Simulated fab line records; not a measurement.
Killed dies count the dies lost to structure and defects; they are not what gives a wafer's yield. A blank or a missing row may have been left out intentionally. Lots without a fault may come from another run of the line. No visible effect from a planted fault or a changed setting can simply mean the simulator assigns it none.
fab line records / flow n5_finfet
[record] lots = 7 wafers = 39
route steps=1938 shown BEOL_M15@1808
start_h: start of the lot's first displayed wafer, in hours after the record's first day / wait_h: time in hours since the lot's previous step / " unchanged from the row above / L1.1+2: a row that stands for several wafers / - no value, or no start given / * or withheld: withheld / < > ~ a bound
route shown NAME@n: a module of which the file shows steps, and the number in the route of the first / usual: the fault-free wafers' mean and standard deviation / same: alike in all rows / chamber/n: place in a boat / sites: each site's reading / _std_site: standard deviation across them / _edge_site: inner sites' mean taken away from outer sites' mean / radius_mm: for every site, how far away it sits from the centre of the wafer / mask NAME#n: copy n / behind: the tool/chamber that last shaped the wafer / hold: the reason the lot was held/the length of the hold in hours/how it ended / device: names the non-switching transistor (n, p or np) / end of line: tests run on the same wafers once the route is complete / where a step has no rows: the recipe by itself / killed: dies lost to structure and defects at the first sort, not the wafer's yield / map: a wafer's dies, x killed, . not, _ none there
set.NAME: the setting the step ran with; set.NAME@STEP: the setting that earlier step ran with / model.NAME: the simulator's own value behind a step, which no gauge read
lots with deliberately changed settings; one table per step, one row per wafer
[[steps]]
[step N5_BEOL_M15_ETCH_61]
[recipe] chemistry = N2/H2 target = BARC target_depth_a = 890 overetch_a = 267 time_s = 67.9 ion_energy_ev = 200 pressure_mtorr = 30 source_w = 840 bias_w = 150 n2_flow_sccm = 200 h2_flow_sccm = 200
lot.wafer=L075.1 tool=rie_diel-01 chamber=0 start_h=258.90 wait_h=0.0 set.time_s=93.17 model.etch.depth_nm=88.6 model.coat_of_BEOL_M15_COAT_22.thk_nm=693.4 model.BEOL_M15.cd_nm=402.6
lot.wafer=L075.2 tool=rie_diel-01 chamber=3 start_h=258.90 wait_h=0.0 set.time_s=67.9 model.etch.depth_nm=88.52 model.coat_of_BEOL_M15_COAT_22.thk_nm=719.4 model.BEOL_M15.cd_nm=398.6
lot.wafer=L075.3 tool=rie_diel-01 chamber=1 start_h=258.90 wait_h=0.0 set.time_s=93.17 model.etch.depth_nm=88.24 model.coat_of_BEOL_M15_COAT_22.thk_nm=690.6 model.BEOL_M15.cd_nm=403.6
lot.wafer=L075.4 tool=rie_diel-01 chamber=0 start_h=258.90 wait_h=0.0 set.time_s=67.9 model.etch.depth_nm=88.46 model.coat_of_BEOL_M15_COAT_22.thk_nm=719 model.BEOL_M15.cd_nm=398.2
lot.wafer=L075.5 tool=rie_diel-01 chamber=1 start_h=258.90 wait_h=0.0 set.time_s=67.9 model.etch.depth_nm=88.56 model.coat_of_BEOL_M15_COAT_22.thk_nm=715.2 model.BEOL_M15.cd_nm=400.8
lot.wafer=L075.6 tool=rie_diel-01 chamber=3 start_h=258.90 wait_h=0.0 set.time_s=93.17 model.etch.depth_nm=88.47 model.coat_of_BEOL_M15_COAT_22.thk_nm=695.4 model.BEOL_M15.cd_nm=403
lot.wafer=L078.1 tool=rie_diel-01 chamber=1 start_h=275.87 wait_h=0.0 set.time_s=30.93 model.etch.depth_nm=53.17 model.coat_of_BEOL_M15_COAT_22.thk_nm=758 model.BEOL_M15.cd_nm=391.4
lot.wafer=L078.2 tool=rie_diel-01 chamber=0 start_h=275.87 wait_h=0.0 set.time_s=30.93 model.etch.depth_nm=52.49 model.coat_of_BEOL_M15_COAT_22.thk_nm=757 model.BEOL_M15.cd_nm=390
lot.wafer=L078.3 tool=rie_diel-01 chamber=2 start_h=275.87 wait_h=0.0 set.time_s=67.9 model.etch.depth_nm=89.49 model.coat_of_BEOL_M15_COAT_22.thk_nm=722.4 model.BEOL_M15.cd_nm=398.2
lot.wafer=L078.4 tool=rie_diel-01 chamber=3 start_h=275.87 wait_h=0.0 set.time_s=30.93 model.etch.depth_nm=50.03 model.coat_of_BEOL_M15_COAT_22.thk_nm=756.8 model.BEOL_M15.cd_nm=390
lot.wafer=L078.5 tool=rie_diel-01 chamber=2 start_h=275.87 wait_h=0.0 set.time_s=67.9 model.etch.depth_nm=89.35 model.coat_of_BEOL_M15_COAT_22.thk_nm=718.2 model.BEOL_M15.cd_nm=398.6
lot.wafer=L078.6 tool=rie_diel-01 chamber=3 start_h=275.87 wait_h=0.0 set.time_s=67.9 model.etch.depth_nm=89.36 model.coat_of_BEOL_M15_COAT_22.thk_nm=724.2 model.BEOL_M15.cd_nm=396.4
lot.wafer=L081.1 tool=rie_diel-01 chamber=1 start_h=297.69 wait_h=0.0 set.time_s=67.9 model.etch.depth_nm=89.15 model.coat_of_BEOL_M15_COAT_22.thk_nm=718.4 model.BEOL_M15.cd_nm=399
lot.wafer=L081.2 tool=rie_diel-01 chamber=0 start_h=297.69 wait_h=0.0 set.time_s=67.9 model.etch.depth_nm=89.12 model.coat_of_BEOL_M15_COAT_22.thk_nm=718.2 model.BEOL_M15.cd_nm=399.4
lot.wafer=L081.3 tool=rie_diel-01 chamber=3 start_h=297.69 wait_h=0.0 set.time_s=67.9 model.etch.depth_nm=89.07 model.coat_of_BEOL_M15_COAT_22.thk_nm=719.4 model.BEOL_M15.cd_nm=399.4
lot.wafer=L081.4 tool=rie_diel-01 chamber=2 start_h=297.69 wait_h=0.0 set.time_s=67.9 model.etch.depth_nm=89.32 model.coat_of_BEOL_M15_COAT_22.thk_nm=719.2 model.BEOL_M15.cd_nm=398.8
lot.wafer=L081.5 tool=rie_diel-01 chamber=0 start_h=297.69 wait_h=0.0 set.time_s=67.9 model.etch.depth_nm=89.16 model.coat_of_BEOL_M15_COAT_22.thk_nm=719.8 model.BEOL_M15.cd_nm=399.8
lot.wafer=L081.6 tool=rie_diel-01 chamber=3 start_h=297.69 wait_h=0.0 set.time_s=67.9 model.etch.depth_nm=88.98 model.coat_of_BEOL_M15_COAT_22.thk_nm=719.6 model.BEOL_M15.cd_nm=399.6
lot.wafer=L089.1 tool=rie_diel-06 chamber=2 start_h=338.43 wait_h=0.0 set.time_s=38.48 model.etch.depth_nm=66.36 model.coat_of_BEOL_M15_COAT_22.thk_nm=744.2 model.BEOL_M15.cd_nm=393.8
lot.wafer=L089.2 tool=rie_diel-06 chamber=3 start_h=338.43 wait_h=0.0 set.time_s=67.9 model.etch.depth_nm=88.73 model.coat_of_BEOL_M15_COAT_22.thk_nm=718.8 model.BEOL_M15.cd_nm=398.2
lot.wafer=L089.3 tool=rie_diel-06 chamber=0 start_h=338.43 wait_h=0.0 set.time_s=38.48 model.etch.depth_nm=66.04 model.coat_of_BEOL_M15_COAT_22.thk_nm=747.4 model.BEOL_M15.cd_nm=394.6
lot.wafer=L089.4 tool=rie_diel-06 chamber=1 start_h=338.43 wait_h=0.0 set.time_s=38.48 model.etch.depth_nm=64.77 model.coat_of_BEOL_M15_COAT_22.thk_nm=746.8 model.BEOL_M15.cd_nm=393.8
lot.wafer=L089.5 tool=rie_diel-06 chamber=2 start_h=338.43 wait_h=0.0 set.time_s=67.9 model.etch.depth_nm=88.76 model.coat_of_BEOL_M15_COAT_22.thk_nm=716.4 model.BEOL_M15.cd_nm=399.6
lot.wafer=L089.6 tool=rie_diel-06 chamber=3 start_h=338.43 wait_h=0.0 set.time_s=67.9 model.etch.depth_nm=88.68 model.coat_of_BEOL_M15_COAT_22.thk_nm=717.2 model.BEOL_M15.cd_nm=398.8
lot.wafer=L092.3 tool=rie_diel-02 chamber=1 start_h=360.89 wait_h=0.0 set.time_s=67.9 model.etch.depth_nm=89.41 model.coat_of_BEOL_M15_COAT_22.thk_nm=716.6 model.BEOL_M15.cd_nm=401
lot.wafer=L092.4 tool=rie_diel-02 chamber=3 start_h=360.89 wait_h=0.0 set.time_s=67.9 model.etch.depth_nm=89.33 model.coat_of_BEOL_M15_COAT_22.thk_nm=718.4 model.BEOL_M15.cd_nm=400
lot.wafer=L092.5 tool=rie_diel-02 chamber=1 start_h=360.89 wait_h=0.0 set.time_s=67.9 model.etch.depth_nm=89.71 model.coat_of_BEOL_M15_COAT_22.thk_nm=716.4 model.BEOL_M15.cd_nm=401.8
lot.wafer=L093.1 tool=rie_diel-02 chamber=1 start_h=381.63 wait_h=0.0 set.time_s=67.9 model.etch.depth_nm=89.44 model.coat_of_BEOL_M15_COAT_22.thk_nm=714.4 model.BEOL_M15.cd_nm=403.8
lot.wafer=L093.2 tool=rie_diel-02 chamber=2 start_h=381.63 wait_h=0.0 set.time_s=67.9 model.etch.depth_nm=89.48 model.coat_of_BEOL_M15_COAT_22.thk_nm=717.6 model.BEOL_M15.cd_nm=405
lot.wafer=L093.3 tool=rie_diel-02 chamber=3 start_h=381.63 wait_h=0.0 set.time_s=33.84 model.etch.depth_nm=56.87 model.coat_of_BEOL_M15_COAT_22.thk_nm=748.8 model.BEOL_M15.cd_nm=397.6
lot.wafer=L093.4 tool=rie_diel-02 chamber=0 start_h=381.63 wait_h=0.0 set.time_s=33.84 model.etch.depth_nm=59.3 model.coat_of_BEOL_M15_COAT_22.thk_nm=748.2 model.BEOL_M15.cd_nm=394.6
lot.wafer=L093.5 tool=rie_diel-02 chamber=2 start_h=381.63 wait_h=0.0 set.time_s=33.84 model.etch.depth_nm=56.81 model.coat_of_BEOL_M15_COAT_22.thk_nm=749.6 model.BEOL_M15.cd_nm=396.2
lot.wafer=L093.6 tool=rie_diel-02 chamber=3 start_h=381.63 wait_h=0.0 set.time_s=67.9 model.etch.depth_nm=89.55 model.coat_of_BEOL_M15_COAT_22.thk_nm=716.4 model.BEOL_M15.cd_nm=404.8
lot.wafer=L095.1 tool=rie_diel-02 chamber=0 start_h=390.58 wait_h=0.0 set.time_s=67.9 model.etch.depth_nm=88.84 model.coat_of_BEOL_M15_COAT_22.thk_nm=716.8 model.BEOL_M15.cd_nm=401.2
lot.wafer=L095.2 tool=rie_diel-02 chamber=3 start_h=390.58 wait_h=0.0 set.time_s=67.9 model.etch.depth_nm=89.16 model.coat_of_BEOL_M15_COAT_22.thk_nm=718.6 model.BEOL_M15.cd_nm=402
lot.wafer=L095.3 tool=rie_diel-02 chamber=2 start_h=390.58 wait_h=0.0 set.time_s=48.35 model.etch.depth_nm=81.38 model.coat_of_BEOL_M15_COAT_22.thk_nm=739 model.BEOL_M15.cd_nm=396.8
lot.wafer=L095.4 tool=rie_diel-02 chamber=1 start_h=390.58 wait_h=0.0 set.time_s=67.9 model.etch.depth_nm=88.62 model.coat_of_BEOL_M15_COAT_22.thk_nm=717.8 model.BEOL_M15.cd_nm=399.2
lot.wafer=L095.5 tool=rie_diel-02 chamber=2 start_h=390.58 wait_h=0.0 set.time_s=48.35 model.etch.depth_nm=81.37 model.coat_of_BEOL_M15_COAT_22.thk_nm=739.6 model.BEOL_M15.cd_nm=396.4
lot.wafer=L095.6 tool=rie_diel-02 chamber=3 start_h=390.58 wait_h=0.0 set.time_s=48.35 model.etch.depth_nm=80.79 model.coat_of_BEOL_M15_COAT_22.thk_nm=735.6 model.BEOL_M15.cd_nm=398.2
[step N5_BEOL_M15_TRENCH_ETCH_34]
[recipe] chemistry = C4F8/O2/Ar target = SiO2 target_depth_a = 8729.3 he_inner_torr = 15 he_outer_torr = 30 time_s = 199 ion_energy_ev = 800 pressure_mtorr = 20 source_w = 1905 bias_w = 2040 Ar_flow_sccm = 400 C4F8_flow_sccm = 16 O2_flow_sccm = 12
lot.wafer=L075.1 tool=rie_diel-01 chamber=0 start_h=258.95 wait_h=0.0 set.time_s@BEOL_M15_ETCH_61=93.17 model.coat_of_BEOL_M15_COAT_22.thk_nm=515.8 model.BEOL_M15.cd_nm=402.4
lot.wafer=L075.2 tool=rie_diel-01 chamber=3 start_h=258.95 wait_h=0.0 set.time_s@BEOL_M15_ETCH_61=67.9 model.coat_of_BEOL_M15_COAT_22.thk_nm=546.8 model.BEOL_M15.cd_nm=398.2
lot.wafer=L075.3 tool=rie_diel-01 chamber=1 start_h=258.95 wait_h=0.0 set.time_s@BEOL_M15_ETCH_61=93.17 model.coat_of_BEOL_M15_COAT_22.thk_nm=515.2 model.BEOL_M15.cd_nm=403.8
lot.wafer=L075.4 tool=rie_diel-01 chamber=0 start_h=258.95 wait_h=0.0 set.time_s@BEOL_M15_ETCH_61=67.9 model.coat_of_BEOL_M15_COAT_22.thk_nm=541.4 model.BEOL_M15.cd_nm=398
lot.wafer=L075.5 tool=rie_diel-01 chamber=1 start_h=258.95 wait_h=0.0 set.time_s@BEOL_M15_ETCH_61=67.9 model.coat_of_BEOL_M15_COAT_22.thk_nm=539.6 model.BEOL_M15.cd_nm=400.6
lot.wafer=L075.6 tool=rie_diel-01 chamber=3 start_h=258.95 wait_h=0.0 set.time_s@BEOL_M15_ETCH_61=93.17 model.coat_of_BEOL_M15_COAT_22.thk_nm=522.4 model.BEOL_M15.cd_nm=402.6
lot.wafer=L078.1 tool=rie_diel-01 chamber=1 start_h=275.92 wait_h=0.0 set.time_s@BEOL_M15_ETCH_61=30.93 model.coat_of_BEOL_M15_COAT_22.thk_nm=581.8 model.BEOL_M15.cd_nm=391
lot.wafer=L078.2 tool=rie_diel-01 chamber=0 start_h=275.92 wait_h=0.0 set.time_s@BEOL_M15_ETCH_61=30.93 model.coat_of_BEOL_M15_COAT_22.thk_nm=576.8 model.BEOL_M15.cd_nm=389.6
lot.wafer=L078.3 tool=rie_diel-01 chamber=2 start_h=275.92 wait_h=0.0 set.time_s@BEOL_M15_ETCH_61=67.9 model.coat_of_BEOL_M15_COAT_22.thk_nm=544 model.BEOL_M15.cd_nm=397.8
lot.wafer=L078.4 tool=rie_diel-01 chamber=3 start_h=275.92 wait_h=0.0 set.time_s@BEOL_M15_ETCH_61=30.93 model.coat_of_BEOL_M15_COAT_22.thk_nm=582.8 model.BEOL_M15.cd_nm=389.8
lot.wafer=L078.5 tool=rie_diel-01 chamber=2 start_h=275.92 wait_h=0.0 set.time_s@BEOL_M15_ETCH_61=67.9 model.coat_of_BEOL_M15_COAT_22.thk_nm=538.4 model.BEOL_M15.cd_nm=398.4
lot.wafer=L078.6 tool=rie_diel-01 chamber=3 start_h=275.92 wait_h=0.0 set.time_s@BEOL_M15_ETCH_61=67.9 model.coat_of_BEOL_M15_COAT_22.thk_nm=552.6 model.BEOL_M15.cd_nm=395.8
lot.wafer=L081.1 tool=rie_diel-01 chamber=1 start_h=297.74 wait_h=0.0 set.time_s@BEOL_M15_ETCH_61=67.9 model.coat_of_BEOL_M15_COAT_22.thk_nm=543.8 model.BEOL_M15.cd_nm=398.8
lot.wafer=L081.2 tool=rie_diel-01 chamber=0 start_h=297.74 wait_h=0.0 set.time_s@BEOL_M15_ETCH_61=67.9 model.coat_of_BEOL_M15_COAT_22.thk_nm=541.6 model.BEOL_M15.cd_nm=399
lot.wafer=L081.3 tool=rie_diel-01 chamber=3 start_h=297.74 wait_h=0.0 set.time_s@BEOL_M15_ETCH_61=67.9 model.coat_of_BEOL_M15_COAT_22.thk_nm=546.8 model.BEOL_M15.cd_nm=398.8
lot.wafer=L081.4 tool=rie_diel-01 chamber=2 start_h=297.74 wait_h=0.0 set.time_s@BEOL_M15_ETCH_61=67.9 model.coat_of_BEOL_M15_COAT_22.thk_nm=541.4 model.BEOL_M15.cd_nm=398.8
lot.wafer=L081.5 tool=rie_diel-01 chamber=0 start_h=297.74 wait_h=0.0 set.time_s@BEOL_M15_ETCH_61=67.9 model.coat_of_BEOL_M15_COAT_22.thk_nm=542.8 model.BEOL_M15.cd_nm=399.2
lot.wafer=L081.6 tool=rie_diel-01 chamber=3 start_h=297.74 wait_h=0.0 set.time_s@BEOL_M15_ETCH_61=67.9 model.coat_of_BEOL_M15_COAT_22.thk_nm=548.2 model.BEOL_M15.cd_nm=399
lot.wafer=L089.1 tool=rie_diel-06 chamber=2 start_h=338.48 wait_h=0.0 set.time_s@BEOL_M15_ETCH_61=38.48 model.coat_of_BEOL_M15_COAT_22.thk_nm=572.2 model.BEOL_M15.cd_nm=394.2
lot.wafer=L089.2 tool=rie_diel-06 chamber=3 start_h=338.48 wait_h=0.0 set.time_s@BEOL_M15_ETCH_61=67.9 model.coat_of_BEOL_M15_COAT_22.thk_nm=542.6 model.BEOL_M15.cd_nm=399
lot.wafer=L089.3 tool=rie_diel-06 chamber=0 start_h=338.48 wait_h=0.0 set.time_s@BEOL_M15_ETCH_61=38.48 model.coat_of_BEOL_M15_COAT_22.thk_nm=568.8 model.BEOL_M15.cd_nm=395.2
lot.wafer=L089.4 tool=rie_diel-06 chamber=1 start_h=338.48 wait_h=0.0 set.time_s@BEOL_M15_ETCH_61=38.48 model.coat_of_BEOL_M15_COAT_22.thk_nm=575.8 model.BEOL_M15.cd_nm=393.4
lot.wafer=L089.5 tool=rie_diel-06 chamber=2 start_h=338.48 wait_h=0.0 set.time_s@BEOL_M15_ETCH_61=67.9 model.coat_of_BEOL_M15_COAT_22.thk_nm=544.6 model.BEOL_M15.cd_nm=399.8
lot.wafer=L089.6 tool=rie_diel-06 chamber=3 start_h=338.48 wait_h=0.0 set.time_s@BEOL_M15_ETCH_61=67.9 model.coat_of_BEOL_M15_COAT_22.thk_nm=540.4 model.BEOL_M15.cd_nm=399.8
lot.wafer=L092.3 tool=rie_diel-02 chamber=1 start_h=360.94 wait_h=0.0 set.time_s@BEOL_M15_ETCH_61=67.9 model.coat_of_BEOL_M15_COAT_22.thk_nm=541.2 model.BEOL_M15.cd_nm=401
lot.wafer=L092.4 tool=rie_diel-02 chamber=3 start_h=360.94 wait_h=0.0 set.time_s@BEOL_M15_ETCH_61=67.9 model.coat_of_BEOL_M15_COAT_22.thk_nm=548.6 model.BEOL_M15.cd_nm=400.2
lot.wafer=L092.5 tool=rie_diel-02 chamber=1 start_h=360.94 wait_h=0.0 set.time_s@BEOL_M15_ETCH_61=67.9 model.coat_of_BEOL_M15_COAT_22.thk_nm=542.8 model.BEOL_M15.cd_nm=401.8
lot.wafer=L093.1 tool=rie_diel-02 chamber=1 start_h=381.68 wait_h=0.0 set.time_s@BEOL_M15_ETCH_61=67.9 model.coat_of_BEOL_M15_COAT_22.thk_nm=537.4 model.BEOL_M15.cd_nm=403.8
lot.wafer=L093.2 tool=rie_diel-02 chamber=2 start_h=381.68 wait_h=0.0 set.time_s@BEOL_M15_ETCH_61=67.9 model.coat_of_BEOL_M15_COAT_22.thk_nm=541.4 model.BEOL_M15.cd_nm=405.2
lot.wafer=L093.3 tool=rie_diel-02 chamber=3 start_h=381.68 wait_h=0.0 set.time_s@BEOL_M15_ETCH_61=33.84 model.coat_of_BEOL_M15_COAT_22.thk_nm=578.6 model.BEOL_M15.cd_nm=397.8
lot.wafer=L093.4 tool=rie_diel-02 chamber=0 start_h=381.68 wait_h=0.0 set.time_s@BEOL_M15_ETCH_61=33.84 model.coat_of_BEOL_M15_COAT_22.thk_nm=569.2 model.BEOL_M15.cd_nm=394.6
lot.wafer=L093.5 tool=rie_diel-02 chamber=2 start_h=381.68 wait_h=0.0 set.time_s@BEOL_M15_ETCH_61=33.84 model.coat_of_BEOL_M15_COAT_22.thk_nm=573.8 model.BEOL_M15.cd_nm=396
lot.wafer=L093.6 tool=rie_diel-02 chamber=3 start_h=381.68 wait_h=0.0 set.time_s@BEOL_M15_ETCH_61=67.9 model.coat_of_BEOL_M15_COAT_22.thk_nm=547.4 model.BEOL_M15.cd_nm=404.6
lot.wafer=L095.1 tool=rie_diel-02 chamber=0 start_h=390.63 wait_h=0.0 set.time_s@BEOL_M15_ETCH_61=67.9 model.coat_of_BEOL_M15_COAT_22.thk_nm=536.6 model.BEOL_M15.cd_nm=401.2
lot.wafer=L095.2 tool=rie_diel-02 chamber=3 start_h=390.63 wait_h=0.0 set.time_s@BEOL_M15_ETCH_61=67.9 model.coat_of_BEOL_M15_COAT_22.thk_nm=549.4 model.BEOL_M15.cd_nm=401.8
lot.wafer=L095.3 tool=rie_diel-02 chamber=2 start_h=390.63 wait_h=0.0 set.time_s@BEOL_M15_ETCH_61=48.35 model.coat_of_BEOL_M15_COAT_22.thk_nm=563 model.BEOL_M15.cd_nm=397
lot.wafer=L095.4 tool=rie_diel-02 chamber=1 start_h=390.63 wait_h=0.0 set.time_s@BEOL_M15_ETCH_61=67.9 model.coat_of_BEOL_M15_COAT_22.thk_nm=542.4 model.BEOL_M15.cd_nm=399.2
lot.wafer=L095.5 tool=rie_diel-02 chamber=2 start_h=390.63 wait_h=0.0 set.time_s@BEOL_M15_ETCH_61=48.35 model.coat_of_BEOL_M15_COAT_22.thk_nm=563.8 model.BEOL_M15.cd_nm=396.2
lot.wafer=L095.6 tool=rie_diel-02 chamber=3 start_h=390.63 wait_h=0.0 set.time_s@BEOL_M15_ETCH_61=48.35 model.coat_of_BEOL_M15_COAT_22.thk_nm=567.2 model.BEOL_M15.cd_nm=398
[[key]]
[split] step = N5_BEOL_M15_ETCH_61 setting = time_s stated = 67.9 by = wafer
[response] step = N5_BEOL_M15_ETCH_61 reading = model.etch.depth_nm shape = bent at_lowest = 51.9 at_stated = 89.09 at_highest = 88.43
[response] step = N5_BEOL_M15_ETCH_61 reading = model.coat_of_BEOL_M15_COAT_22.thk_nm change = -0.661 per = 1% r = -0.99
[response] step = N5_BEOL_M15_ETCH_61 reading = model.BEOL_M15.cd_nm change = +0.133 per = 1% r = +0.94
[response] step = N5_BEOL_M15_TRENCH_ETCH_34 reading = model.coat_of_BEOL_M15_COAT_22.thk_nm change = -0.665 per = 1% r = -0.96
[response] step = N5_BEOL_M15_TRENCH_ETCH_34 reading = model.BEOL_M15.cd_nm change = +0.135 per = 1% r = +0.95
